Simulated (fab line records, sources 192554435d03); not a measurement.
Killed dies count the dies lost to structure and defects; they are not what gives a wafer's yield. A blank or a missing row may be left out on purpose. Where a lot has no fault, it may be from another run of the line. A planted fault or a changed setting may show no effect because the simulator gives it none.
fab line records	flow n5_finfet
record: lots: 8	wafers: 24	last_day: 20
route steps=1938 shown HKMG_FIN@445 BEOL_M4@1111 PASSIVATION@1936
lots untouched by any fault: they come from a run of this same line in which no faults occurred
start_h: the number of hours between the record's first day and the start of the first shown wafer of the lot	wait_h: how many hours have passed since the lot's step before this one	" as in the row above	L1.1+2: a row that stands for several wafers	- no value, or no start given	* or withheld: withheld	< > ~ a bound
route shown NAME@n: names a module that has steps shown in the file, with the first one's number in the route	usual: mean/standard deviation taken from wafers without a fault	same: alike in all rows	chamber/n: place in a boat	sites: readings site by site	_std_site: the standard deviation of these	_edge_site: inner sites' mean taken away from outer sites' mean	radius_mm: how far each site lies from the wafer's centre	mask NAME#n: copy n	behind: the most recent tool/chamber to have shaped the wafer	hold: cause of the lot's hold/its duration in hours/its outcome	device: the n, p or np transistor that did not switch	end of line: the same wafers' tests at the end of the route	step lacking rows: just its recipe	killed: not the wafer's yield, but the dies lost to structure and defects at the first sort	map: shows each die of a wafer: x if killed, . if not, _ if none is there
set.NAME: the setting as run; set.NAME@STEP: as run at that earlier step	model.NAME: the simulator's own value behind a step, which no gauge read
the route's steps for a sample of lots (tables are steps, rows are wafers)
services: a tool's chamber out of use, with start hour (start_h, from the record's first day; less than 0 if before it), hours out, and reason
== steps ==
step: N5_HKMG_FIN_STRIP_89
recipe: chemistry: N2/H2	material: SOC	time_s: 20	power_w: 500	temp_c: 40	pressure_mtorr: 50	rf_frequency_hz: 6e+07	bias_power_w: 8	h2_frac: 0.5	n2_flow_sccm: 300	h2_flow_sccm: 300
usual: drypump_motor_current_A: 5.8/0.53	oes_product_au: 0.77/0.083	rf_vpp_V: 54.3/0.84	showerhead_plenum_p_Torr: 3.36/0.1	throttle_valve_pct: 19.1/0.3
lot.wafer	tool	chamber	start_h	wait_h	drypump_motor_current_A	oes_product_au	rf_hours_counter_h	rf_vpp_V	showerhead_plenum_p_Torr	throttle_valve_pct
L211.1	rie_diel-04	1	76.34	0.0	6.2	0.82	77	55.4	3.39	19.4
L211.3	"	2	"	"	5.3	0.69	186	54.2	3.21	19.1
L211.5	"	3	"	"	6.0	0.73	-	55.3	3.48	19.2
L224.2	rie_diel-03	1	155.34	0.0	4.9	0.89	49	55.3	3.55	18.7
L224.4	"	0	"	"	5.2	0.73	173	55.6	3.35	18.6
L224.6	"	1	"	"	4.9	0.88	-	53.7	3.55	18.7
L225.3	rie_diel-03	0	159.07	0.0	5.1	0.72	175	54.3	3.35	18.6
L225.5	"	3	"	"	6.3	0.74	-	54.4	3.35	18.8
L225.6	"	0	"	"	5.2	0.73	-	53.4	3.35	18.6
L226.2	rie_diel-04	2	166.75	0.0	5.3	0.69	214	52.3	3.20	19.2
L226.3	"	1	"	"	6.2	0.79	105	55.7	3.38	19.4
L226.5	"	2	"	"	5.3	0.68	-	53.8	3.20	19.2
L230.1	rie_diel-04	3	191.52	0.0	6.0	0.71	214	55.1	3.46	19.2
L230.2	"	1	"	"	6.2	0.78	113	54.5	3.37	19.5
L230.4	"	2	"	"	5.3	0.67	223	53.4	3.19	19.2
L231.2	rie_diel-01	3	199.19	0.0	5.8	0.72	204	54.5	3.33	19.1
L231.3	"	0	"	"	6.0	0.88	30	53.5	3.29	19.1
L231.6	"	3	"	"	5.8	0.71	-	54.1	3.33	19.1
L233.1	rie_diel-01	2	209.21	0.0	5.2	0.85	72	54.3	3.40	19.4
L233.2	"	0	"	"	6.0	0.87	33	52.9	3.29	19.2
L233.4	"	1	"	"	6.5	0.94	16	54.3	3.29	18.5
L234.2	rie_diel-04	2	216.05	0.0	5.3	0.67	229	53.4	3.19	19.2
L234.3	"	0	"	"	5.8	0.70	221	55.0	3.19	19.4
L234.5	"	2	"	"	5.3	0.68	-	54.6	3.19	19.2
step: N5_HKMG_FIN_NWFM_ALD_20
recipe: material: TiAlC	target_thk_a: 20	temp_c: 300	ald_precursor_family: TiCl4	ald_co_reactant: TEA	pulse_time_s: 3	purge_time_s: 2	co_reactant_purge_time_s: 2	co_reactant_pulse_time_s: 10	ald_cycles: 7	pressure_torr: 3
usual: ald_cycles: 7/0	chamber_pressure_Torr: 2.999/0.0068	co_reactant_pulse_time_s: 10/0	heater_power_w: 487/47	precursor_pulse_height_rel: 1.002/0.02	susceptor_temp_C: 300.00/0.18
lot.wafer	tool	chamber	start_h	wait_h	ald_cycles	chamber_pressure_Torr	co_reactant_pulse_time_s	heater_power_w	precursor_pulse_height_rel	susceptor_temp_C
L211.1	ald_metal-01	3	76.92	0.3	7	3.010	10	491	1.023	300.10
L211.3	"	0	"	"	7	2.996	10	444	1.029	300.00
L211.5	"	1	"	"	7	2.989	10	498	1.002	299.81
L224.2	ald_metal-01	3	156.07	0.4	-	-	-	-	-	-
L224.4	"	0	"	"	-	-	-	-	-	-
L224.6	"	3	"	"	-	-	-	-	-	-
L225.3	ald_metal-04	3	159.65	0.1	-	-	-	-	-	-
L225.5	"	0	"	"	-	-	-	-	-	-
L225.6	"	1	"	"	-	-	-	-	-	-
L226.2	ald_metal-01	1	167.32	0.3	-	-	-	-	-	-
L226.3	"	2	"	"	-	-	-	-	-	-
L226.5	"	3	"	"	-	-	-	-	-	-
L230.1	ald_metal-01	2	192.10	0.3	7	3.011	10	556	0.986	300.09
L230.2	"	1	"	"	7	2.997	10	496	1.047	300.36
L230.4	"	3	"	"	7	3.004	10	488	1.006	299.90
L231.2	ald_metal-01	1	199.83	0.3	7	2.998	10	505	1.015	300.11
L231.3	"	0	"	"	7	2.992	10	431	1.018	300.18
L231.6	"	0	"	"	7	2.997	10	440	1.032	299.96
L233.1	ald_metal-04	1	209.79	0.3	7	2.997	10	445	0.956	299.88
L233.2	"	2	"	"	7	3.010	10	550	0.984	299.99
L233.4	"	0	"	"	7	2.996	10	457	1.046	300.00
L234.2	ald_metal-04	1	216.63	0.3	7	2.987	10	466	1.002	300.03
L234.3	"	0	"	"	7	2.989	10	451	1.007	299.93
L234.5	"	2	"	"	7	2.996	10	551	0.987	300.18
step: N5_HKMG_FIN_ETCH_67
recipe: chemistry: N2/H2	target: SOC	target_depth_a: 3889	stop_on: TiN	ion_energy_ev: 100	bias_w: 61	pressure_mtorr: 30	source_w: 850	n2_flow_sccm: 200	h2_flow_sccm: 200
usual: drypump_motor_current_A: 5.8/0.5	oes_product_au: 0.76/0.077	rf_vpp_V: 240.7/1.3	showerhead_plenum_p_Torr: 2.54/0.081	throttle_valve_pct: 17.86/0.22
lot.wafer	tool	chamber	start_h	wait_h	drypump_motor_current_A	oes_product_au	rf_hours_counter_h	rf_vpp_V	showerhead_plenum_p_Torr	throttle_valve_pct
L211.1	rie_diel-04	3	77.36	-	6.0	0.72	180	244.1	2.64	17.70
L211.3	"	0	"	"	5.8	0.72	180	238.6	2.43	18.05
L211.5	"	2	"	"	5.3	0.70	-	240.7	2.43	18.04
L224.2	rie_diel-03	3	156.51	-	6.2	0.74	175	240.7	2.54	17.61
L224.4	"	2	"	"	6.6	0.70	223	239.7	2.61	17.97
L224.6	"	1	"	"	4.9	0.86	-	241.3	2.69	17.73
L225.3	rie_diel-03	3	160.09	-	6.3	0.73	177	242.7	2.54	17.64
L225.5	"	0	"	"	5.2	0.72	-	239.3	2.53	17.49
L225.6	"	3	"	"	6.3	0.73	-	239.2	2.54	17.63
L226.2	rie_diel-03	2	167.76	-	6.5	0.69	226	242.2	2.61	17.98
L226.3	"	3	"	"	6.3	0.73	179	240.3	2.53	17.63
L226.5	"	3	"	"	6.3	0.73	-	241.2	2.53	17.63
L230.1	rie_diel-04	3	192.53	-	6.0	0.70	214	241.1	2.62	17.76
L230.2	"	1	"	"	6.2	0.78	113	242.2	2.55	18.15
L230.4	"	2	"	"	5.3	0.68	223	239.8	2.41	18.11
L231.2	rie_diel-04	1	200.27	-	6.2	0.78	116	241.9	2.55	18.17
L231.3	"	2	"	"	5.3	0.68	225	239.4	2.41	18.10
L231.6	"	2	"	"	5.3	0.68	-	237.8	2.41	18.12
L233.1	rie_diel-01	0	210.28	-	6.1	0.85	33	240.2	2.49	17.72
L233.2	"	3	"	"	5.8	0.70	208	239.5	2.52	17.97
L233.4	"	1	"	"	6.5	0.93	16	240.1	2.49	17.36
L234.2	rie_diel-01	2	217.06	-	5.2	0.83	74	241.0	2.57	18.02
L234.3	"	0	"	"	6.0	0.86	35	240.3	2.49	17.72
L234.5	"	3	"	"	5.8	0.70	-	239.5	2.52	17.99
step: N5_HKMG_FIN_STRIP_90
recipe: chemistry: N2/H2	material: SOC	time_s: 20	power_w: 500	temp_c: 40	pressure_mtorr: 50	rf_frequency_hz: 6e+07	bias_power_w: 8	h2_frac: 0.5	n2_flow_sccm: 300	h2_flow_sccm: 300
usual: drypump_motor_current_A: 5.8/0.5	oes_product_au: 0.76/0.082	rf_vpp_V: 54.1/0.82	showerhead_plenum_p_Torr: 3.35/0.1	throttle_valve_pct: 19.09/0.29
lot.wafer	tool	chamber	start_h	wait_h	drypump_motor_current_A	oes_product_au	rf_hours_counter_h	rf_vpp_V	showerhead_plenum_p_Torr	throttle_valve_pct
L211.1	rie_diel-04	3	77.42	0.0	6.0	0.74	180	55.3	3.48	19.17
L211.3	"	0	"	"	5.8	0.72	180	53.4	3.22	19.36
L211.5	"	2	"	"	5.3	0.71	-	52.3	3.21	19.16
L224.2	rie_diel-03	3	156.57	0.0	6.3	0.74	175	54.7	3.35	18.78
L224.4	"	2	"	"	6.5	0.70	223	54.9	3.45	19.14
L224.6	"	1	"	"	4.9	0.89	-	54.6	3.55	18.70
L225.3	rie_diel-03	3	160.15	0.0	6.3	0.75	177	53.9	3.35	18.77
L225.5	"	0	"	"	5.2	0.73	-	54.8	3.35	18.59
L225.6	"	3	"	"	6.2	0.74	-	54.1	3.35	18.78
L226.2	rie_diel-03	2	167.82	0.0	6.5	0.69	226	54.5	3.45	19.13
L226.3	"	3	"	"	6.3	0.73	179	54.1	3.35	18.78
L226.5	"	3	"	"	6.3	0.73	-	53.6	3.35	18.79
L230.1	rie_diel-04	3	192.59	0.0	6.0	0.71	214	55.7	3.46	19.23
L230.2	"	1	"	"	6.2	0.79	114	54.0	3.37	19.48
L230.4	"	2	"	"	5.3	0.67	223	53.3	3.19	19.22
L231.2	rie_diel-04	1	200.33	0.0	6.2	0.79	116	55.4	3.37	19.47
L231.3	"	2	"	"	5.3	0.68	225	53.0	3.19	19.23
L231.6	"	2	"	"	5.3	0.67	-	53.0	3.19	19.23
L233.1	rie_diel-01	0	210.34	0.0	6.1	0.87	34	54.7	3.29	19.15
L233.2	"	3	"	"	5.8	0.71	208	54.6	3.33	19.09
L233.4	"	1	"	"	6.6	0.94	16	54.0	3.29	18.46
L234.2	rie_diel-01	2	217.12	0.0	5.2	0.84	74	53.7	3.40	19.45
L234.3	"	0	"	"	6.0	0.87	36	53.8	3.29	19.13
L234.5	"	3	"	"	5.8	0.70	-	54.2	3.32	19.10
step: N5_BEOL_M4_RC_MEAS_101
usual: DIBL_N: 36.6/1.1	DIBL_P: 36.7/1.5	IOFF_N: 0.155/0.019	IOFF_N_85C: 3.0/0.32	IOFF_N_LIN: 0.072/0.0075	IOFF_P: 0.208/0.025	IOFF_P_85C: 3.6/0.37	IOFF_P_LIN: 0.099/0.011	IOFF_P_LONG: 0.000104/9e-06	ION_N: 673/8.5	ION_P: 462/5.9	SS_N: 71.6/0.58	SS_P: 73.5/0.51	VT_N: 250.7/2.4	VT_N_LONG: 275.7/2	VT_N_LVT: 99.2/2.6	VT_P: -251/3	VT_P_LONG: -276/3.1	VT_P_LVT: -99/3
lot.wafer	tool	chamber	start_h	wait_h	DIBL_N[mV/V]	DIBL_P[mV/V]	IOFF_N[nA/um]	IOFF_N_85C[nA/um]	IOFF_N_LIN[nA/um]	IOFF_P[nA/um]	IOFF_P_85C[nA/um]	IOFF_P_LIN[nA/um]	IOFF_P_LONG[nA/um]	ION_N[uA/um]	ION_P[uA/um]	SS_N[mV/dec]	SS_P[mV/dec]	VT_N[mV]	VT_N_LONG[mV]	VT_N_LVT[mV]	VT_P[mV]	VT_P_LONG[mV]	VT_P_LVT[mV]
L211.1	prober-02	0	233.55	0.0	36.8	35.9	0.146	2.9	0.066	0.228	3.9	0.110	0.000113	660	468	71.4	73.2	254.4	277.3	98.9	-246	-273	-95
L211.3	"	0	"	"	37.3	36.5	0.154	3.0	0.069	0.235	4.0	0.114	0.000119	669	467	71.2	73.5	251.4	274.1	98.6	-244	-273	-94
L211.5	"	0	"	"	36.5	35.9	0.142	2.8	0.065	0.226	3.9	0.111	0.000116	662	464	71.4	74.0	251.8	278.6	99.3	-246	-273	-94
L224.2	prober-02	0	306.82	0.2	35.0	35.5	0.000	0.0	0.000	4.586	47.4	2.126	0.002005	94	586	72.4	73.4	542.7	569.5	390.7	-163	-187	-12
L224.4	"	0	"	"	36.7	37.0	0.000	0.0	0.000	4.894	50.3	2.197	0.00198	94	581	72.5	73.5	538.4	566.4	387.3	-163	-186	-12
L224.6	"	0	"	"	35.6	36.5	0.000	0.0	0.000	4.632	48.2	2.092	0.001984	95	584	71.6	72.8	543.0	562.7	390.8	-163	-185	-12
L226.2	prober-01	0	315.91	0.2	35.4	36.4	0.000	0.0	0.000	4.201	46.0	2.050	0.001879	92	576	72.0	73.8	541.9	568.4	388.1	-164	-187	-12
L226.3	"	0	"	"	34.5	36.3	0.000	0.0	0.000	4.081	44.4	2.013	0.001934	93	577	71.0	73.2	542.6	562.2	391.6	-166	-186	-13
L226.5	"	0	"	"	35.5	37.2	0.000	0.0	0.000	4.531	48.4	2.164	0.001927	94	583	71.6	73.9	544.8	568.5	391.1	-164	-186	-11
L225.3	prober-02	0	316.95	0.3	36.3	35.8	0.000	0.0	0.000	4.630	49.4	2.246	0.002086	95	588	71.6	73.5	536.8	571.4	391.0	-163	-184	-12
L225.5	"	0	"	"	36.7	36.4	0.000	0.0	0.000	4.806	50.6	2.273	0.002073	95	590	71.4	74.7	544.2	570.2	391.8	-162	-185	-12
L225.6	"	0	"	"	37.9	38.5	0.000	0.0	0.000	5.418	56.1	2.463	0.002046	94	590	72.0	74.8	539.8	562.4	391.4	-161	-186	-10
L230.1	prober-01	0	320.36	0.0	37.6	37.0	0.159	3.1	0.072	0.202	3.5	0.094	9.4e-05	665	456	71.7	73.6	250.7	276.9	98.7	-251	-279	-101
L230.2	"	0	"	"	35.8	35.7	0.132	2.7	0.063	0.175	3.1	0.086	9.7e-05	674	458	71.4	73.3	252.7	275.8	100.0	-255	-280	-104
L230.4	"	0	"	"	37.0	36.6	0.149	3.0	0.069	0.185	3.3	0.089	9.5e-05	665	455	71.3	73.8	250.0	278.2	99.3	-254	-279	-101
L231.2	prober-01	0	347.62	0.2	36.1	37.2	0.149	2.9	0.069	0.219	3.8	0.107	0.000118	661	463	71.4	73.3	254.1	275.1	99.7	-247	-272	-96
L231.3	"	0	"	"	37.0	37.9	0.164	3.2	0.075	0.234	4.0	0.115	0.000116	681	468	71.4	73.8	250.1	273.6	98.6	-246	-272	-96
L231.6	"	0	"	"	35.9	37.1	0.144	2.9	0.067	0.219	3.9	0.109	0.000115	662	458	71.4	73.0	251.0	275.4	100.4	-247	-270	-97
L234.2	prober-02	0	366.56	0.2	36.8	36.1	0.155	3.0	0.076	0.218	3.7	0.105	0.000114	681	469	72.4	73.6	247.5	272.7	97.7	-249	-273	-95
L234.3	"	0	"	"	37.9	37.3	0.179	3.4	0.084	0.236	4.0	0.109	0.000109	696	468	71.5	74.0	247.6	278.4	96.1	-251	-272	-95
L234.5	"	0	"	"	34.4	32.9	0.123	2.5	0.062	0.166	3.0	0.086	0.00011	668	455	71.7	72.3	252.1	272.9	101.3	-254	-274	-99
L233.1	prober-02	0	372.04	0.0	36.7	37.5	0.168	3.2	0.077	0.178	3.2	0.082	7.9e-05	679	450	72.5	73.2	250.9	277.3	99.0	-256	-284	-106
L233.2	"	0	"	"	36.7	37.0	0.166	3.2	0.074	0.170	3.1	0.080	8.3e-05	671	443	71.5	72.9	251.7	277.9	99.4	-255	-285	-106
L233.4	"	0	"	"	36.0	36.0	0.152	3.0	0.069	0.169	3.1	0.079	8.3e-05	658	443	71.6	73.0	250.1	280.2	100.4	-256	-284	-106
step: N5_PASSIVATION_PROBE_49
usual: defect_limited_yield: 91.2/1.4	killed_at_M0_to_M3: 36/11	killed_at_M4_up: 14/5.6	killed_at_contacts: 12/5.9	killed_at_front_end: 38/13	killed_at_other: 3.5/2.7	killed_dies: 104/17	killed_open: 68/12	killed_short: 34/8.2	sort_bin_4_leakage: 0/0	sort_bin_5_function: 5.1/0.95	sort_bin_6_memory: 3.3/0.7	sort_n_pass: 1076/17	sort_yield_pct: 91.2/1.4
same: gross_dies: 1180	killed_at_back_side: 0	sort_bin_8_speed[%]: 0
lot.wafer	tool	chamber	start_h	wait_h	defect_limited_yield[%]	killed_at_M0_to_M3	killed_at_M4_up	killed_at_contacts	killed_at_front_end	killed_at_other	killed_dies	killed_open	killed_short	sort_bin_4_leakage[%]	sort_bin_5_function[%]	sort_bin_6_memory[%]	sort_n_pass	sort_yield_pct[%]
L211.1	prober-02	-	337.62	0.0	90.3	26	8	15	59	6	114	72	41	0	5.3	3.9	1066	90.3
L211.3	prober-02	-	337.72	0.1	90.2	23	8	15	69	1	116	58	56	0	4.8	4.4	1064	90.2
L211.5	prober-02	-	337.82	0.2	89.9	29	17	21	49	3	119	80	38	0	5.8	4.0	1061	89.9
L224.2	prober-01	-	414.61	0.1	90.1	31	33	13	40	0	117	66	43	90.08	6.2	3.5	0	0
L224.4	prober-01	-	414.71	0.2	92.2	31	17	10	32	2	92	45	43	92.20	3.4	3.6	0	0
L224.6	prober-01	-	414.81	0.3	92.6	22	14	4	45	2	87	45	34	92.63	3.6	2.8	0	0
L225.3	prober-02	-	429.64	0.1	92.9	33	11	7	30	3	84	57	24	92.88	4.0	3.1	0	0
L225.5	prober-02	-	429.74	0.2	92.1	33	24	15	19	2	93	68	24	92.12	4.7	3.0	0	0
L225.6	prober-02	-	429.79	0.3	93.8	28	12	7	21	5	73	48	23	93.81	3.9	1.9	0	0
L226.2	prober-02	-	432.71	0.1	88.3	48	18	9	57	6	138	73	62	88.31	6.5	4.5	0	0
L226.3	prober-02	-	432.76	0.1	90.5	47	12	16	29	8	112	75	34	90.51	5.9	3.2	0	0
L226.5	prober-02	-	432.86	0.2	91.1	37	13	18	31	6	105	69	35	91.10	4.9	3.6	0	0
L230.1	prober-01	-	437.50	0.0	90.6	32	16	12	48	3	111	74	32	0	5.1	3.8	1069	90.6
L230.2	prober-01	-	437.55	0.1	89.2	32	24	10	59	3	128	82	44	0	5.6	5.0	1052	89.2
L230.4	prober-01	-	437.65	0.2	90.0	46	12	12	47	1	118	77	40	0	6.3	3.0	1062	90.0
L231.2	prober-01	-	453.11	0.1	91.5	34	10	16	37	3	100	68	30	0	4.5	3.7	1080	91.5
L231.3	prober-01	-	453.16	0.1	89.1	47	10	22	49	1	129	95	32	0	6.4	4.1	1051	89.1
L231.6	prober-01	-	453.31	0.3	93.5	19	17	14	24	3	77	56	20	0	4.6	1.7	1103	93.5
killed by level:class
L211.1 FIN_SAQP:geometric_particle:open=12 DUMMY_GATE:geometric_particle:open=10 MOL_CONTACT_COAG:geometric_particle:open=10 FIN_SAQP:geometric_particle:short=9 BEOL_M2:geometric_particle:open=6 STI_FIN_REVEAL:geometric_particle:open=5 GATE_CUT:geometric_particle:short=5 BEOL_M3:geometric_particle:open=5
L211.3 FIN_SAQP:geometric_particle:short=26 FIN_SAQP:geometric_particle:open=12 MOL_CONTACT_COAG:geometric_particle:open=11 BEOL_M0_SAQP:geometric_particle:short=9 BEOL_M0_SAQP:geometric_particle:open=6 STI_FIN_REVEAL:geometric_particle:short=5 MOL_CONTACT_COAG:geometric_particle:short=4 STI_FIN_REVEAL:geometric_particle:open=4
L211.5 MOL_CONTACT_COAG:geometric_particle:open=21 FIN_SAQP:geometric_particle:short=14 BEOL_M2:geometric_particle:open=9 DUMMY_GATE:geometric_particle:open=8 BEOL_M0_SAQP:geometric_particle:open=7 FIN_SAQP:geometric_particle:open=5 STARTING-WAFER:geometric_particle:short=5 BEOL_M4:geometric_particle:open=5
L224.2 BEOL_M4:geometric_particle:short=11 BEOL_M4:geometric_particle:open=11 MOL_CONTACT_COAG:geometric_particle:open=8 BEOL_M0_SAQP:geometric_particle:short=8 FIN_SAQP:geometric_particle:open=7 STI_FIN_REVEAL:geometric_particle:open=7 ILD0:geometric_particle:short=7 BEOL_M3:geometric_particle:open=6
L224.4 BEOL_M0_SAQP:geometric_particle:open=9 MOL_CONTACT_COAG:geometric_particle:open=9 BEOL_M0_SAQP:geometric_particle:short=9 BEOL_M4:geometric_particle:short=8 FIN_SAQP:geometric_particle:short=7 STARTING-WAFER:geometric_particle:short=6 BEOL_M4:geometric_particle:open=5 BEOL_M3:geometric_particle:open=4
L224.6 FIN_SAQP:geometric_particle:open=10 STI_FIN_REVEAL:geometric_particle:open=8 BEOL_M3:geometric_particle:open=7 BEOL_M4:geometric_particle:short=7 HKMG_FIN:area_etch=7 BEOL_M2:geometric_particle:short=6 FIN_SAQP:geometric_particle:short=5 STARTING-WAFER:geometric_particle:short=4
L225.3 STI_FIN_REVEAL:geometric_particle:open=9 BEOL_M2:geometric_particle:open=9 BEOL_M0_SAQP:geometric_particle:open=7 MOL_CONTACT_COAG:geometric_particle:open=6 BEOL_M0_SAQP:geometric_particle:short=6 BEOL_M1:geometric_particle:open=6 DUMMY_GATE:geometric_particle:open=4 GATE_CUT:geometric_particle:open=4
L225.5 MOL_CONTACT_COAG:geometric_particle:open=10 BEOL_M5:geometric_particle:open=10 BEOL_M0_SAQP:geometric_particle:open=9 BEOL_M1:geometric_particle:open=7 BEOL_M3:geometric_particle:open=7 GATE_CUT:geometric_particle:short=5 MOL_CONTACT_COAG:geometric_particle:short=5 BEOL_M0_SAQP:geometric_particle:short=5
L225.6 BEOL_M2:geometric_particle:open=7 STI_FIN_REVEAL:geometric_particle:open=6 MOL_CONTACT_COAG:geometric_particle:open=5 BEOL_M4:geometric_particle:open=5 BEOL_M0_SAQP:geometric_particle:open=4 BEOL_M2:geometric_particle:short=4 FIN_SAQP:geometric_particle:open=3 BEOL_M0_SAQP:geometric_particle:short=3
L226.2 FIN_SAQP:geometric_particle:short=20 STI_FIN_REVEAL:geometric_particle:open=15 BEOL_M0_SAQP:geometric_particle:open=13 BEOL_M1:geometric_particle:open=11 BEOL_M0_SAQP:geometric_particle:short=8 BEOL_M1:geometric_particle:short=7 MOL_CONTACT_COAG:geometric_particle:short=6 ILD0:geometric_particle:short=6
L226.3 MOL_CONTACT_COAG:geometric_particle:open=13 BEOL_M1:geometric_particle:open=10 BEOL_M2:geometric_particle:open=10 BEOL_M0_SAQP:geometric_particle:short=9 FIN_SAQP:geometric_particle:open=8 BEOL_M0_SAQP:geometric_particle:open=7 BEOL_M3:geometric_particle:open=6 DUMMY_GATE:geometric_particle:open=5
L226.5 MOL_CONTACT_COAG:geometric_particle:open=13 BEOL_M0_SAQP:geometric_particle:short=9 BEOL_M1:geometric_particle:open=8 FIN_SAQP:geometric_particle:open=7 BEOL_M0_SAQP:geometric_particle:open=7 DUMMY_GATE:geometric_particle:open=6 MOL_CONTACT_COAG:geometric_particle:short=5 BEOL_M2:geometric_particle:open=5
L230.1 FIN_SAQP:geometric_particle:open=14 FIN_SAQP:geometric_particle:short=10 MOL_CONTACT_COAG:geometric_particle:open=10 STI_FIN_REVEAL:geometric_particle:open=9 BEOL_M2:geometric_particle:open=9 BEOL_M4:geometric_particle:open=5 BEOL_M0_SAQP:geometric_particle:open=5 BEOL_M1:geometric_particle:open=5
L230.2 FIN_SAQP:geometric_particle:open=20 BEOL_M4:geometric_particle:open=16 FIN_SAQP:geometric_particle:short=12 BEOL_M0_SAQP:geometric_particle:short=10 BEOL_M0_SAQP:geometric_particle:open=7 GATE_CUT:geometric_particle:short=7 BEOL_M3:geometric_particle:open=6 MOL_CONTACT_COAG:geometric_particle:open=6
L230.4 FIN_SAQP:geometric_particle:open=19 FIN_SAQP:geometric_particle:short=9 BEOL_M0_SAQP:geometric_particle:open=8 BEOL_M3:geometric_particle:open=7 MOL_CONTACT_COAG:geometric_particle:open=7 BEOL_M2:geometric_particle:open=6 BEOL_M1:geometric_particle:open=6 BEOL_M1:geometric_particle:short=6
L231.2 STI_FIN_REVEAL:geometric_particle:open=14 MOL_CONTACT_COAG:geometric_particle:open=9 BEOL_M0_SAQP:geometric_particle:short=8 MOL_CONTACT_COAG:geometric_particle:short=7 BEOL_M3:geometric_particle:open=7 BEOL_M4:geometric_particle:open=6 GATE_CUT:geometric_particle:open=6 FIN_SAQP:geometric_particle:open=5
L231.3 STI_FIN_REVEAL:geometric_particle:open=20 MOL_CONTACT_COAG:geometric_particle:open=19 BEOL_M2:geometric_particle:open=12 BEOL_M3:geometric_particle:open=11 BEOL_M0_SAQP:geometric_particle:open=7 BEOL_M0_SAQP:geometric_particle:short=7 DUMMY_GATE:geometric_particle:open=5 FIN_SAQP:geometric_particle:open=4
L231.6 BEOL_M4:geometric_particle:open=11 MOL_CONTACT_COAG:geometric_particle:open=10 STI_FIN_REVEAL:geometric_particle:open=7 DUMMY_GATE:geometric_particle:open=5 BEOL_M2:geometric_particle:open=5 MOL_CONTACT_COAG:geometric_particle:short=4 BEOL_M4:geometric_particle:short=4 GATE_CUT:geometric_particle:short=3
== services ==
tool	chamber	start_h	hours	kind
rie_diel-04	0	59.40	5.4	repair
rie_diel-01	0	86.31	-	clean
rie_diel-01	0	86.31	-	consumable_replace:focus_ring
rie_diel-01	0	86.31	26.0	scheduled_down
rie_diel-01	0	86.31	26.0	vent_cycle
rie_diel-03	3	94.86	2.8	repair
rie_diel-04	-	116.95	2.8	pm
rie_diel-03	-	119.03	14.6	pm
rie_diel-01	1	135.93	-	clean
rie_diel-01	1	135.93	-	consumable_replace:focus_ring
rie_diel-01	1	135.93	17.1	scheduled_down
rie_diel-01	1	135.93	17.1	vent_cycle
ald_metal-01	-	138.29	2.8	pm
rie_diel-04	3	203.78	9.4	repair
rie_diel-04	3	215.41	11.3	repair
== key ==
first_sign: step: N5_HKMG_FIN_NWFM_ALD_20	reading: tool_record	direction: missing
effect: step: N5_BEOL_M4_RC_MEAS_101	reading: IOFF_P_LONG	direction: up	sigmas: 99+	usual: 0.000104	struck: 0.00199
effect: step: N5_BEOL_M4_RC_MEAS_101	reading: IOFF_P_LIN	direction: up	sigmas: 99+	usual: 0.099	struck: 2.180
effect: step: N5_BEOL_M4_RC_MEAS_101	reading: IOFF_P	direction: up	sigmas: 99+	usual: 0.208	struck: 4.642
effect: step: N5_BEOL_M4_RC_MEAS_101	reading: VT_N_LONG	direction: up	sigmas: 99+	usual: 275.7	struck: 566.8
effect: step: N5_BEOL_M4_RC_MEAS_101	reading: IOFF_P_85C	direction: up	sigmas: 99+	usual: 3.6	struck: 49.0
effect: step: N5_BEOL_M4_RC_MEAS_101	reading: VT_N	direction: up	sigmas: 99+	usual: 250.7	struck: 541.6
effect: step: N5_BEOL_M4_RC_MEAS_101	reading: VT_N_LVT	direction: up	sigmas: 99+	usual: 99.2	struck: 390.4
effect: step: N5_BEOL_M4_RC_MEAS_101	reading: ION_N	direction: down	sigmas: 68	usual: 673	struck: 94
effect: step: N5_BEOL_M4_RC_MEAS_101	reading: VT_P_LVT	direction: up	sigmas: 29	usual: -99	struck: -12
effect: step: N5_BEOL_M4_RC_MEAS_101	reading: VT_P	direction: up	sigmas: 29	usual: -251	struck: -163
effect: step: N5_BEOL_M4_RC_MEAS_101	reading: VT_P_LONG	direction: up	sigmas: 29	usual: -276	struck: -186
effect: step: N5_BEOL_M4_RC_MEAS_101	reading: ION_P	direction: up	sigmas: 21	usual: 462	struck: 584
effect: step: N5_PASSIVATION_PROBE_49	reading: sort_bin_4_leakage	direction: up	sigmas: 99+	usual: 0	struck: 91.52
met_at N5_HKMG_FIN_NWFM_ALD_20
struck_lots L224,L225,L226
not_acting_at N5_HKMG_FIN_STRIP_89,N5_HKMG_FIN_ETCH_67,N5_HKMG_FIN_STRIP_90
onset_between 76.92 156.07
fault: kind: skipped_step_whole	tool: ald_metal-01,ald_metal-04	chamber: -	onset_h: 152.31	steps: N5_HKMG_FIN_NWFM_ALD_20	scope: struck_lots_only
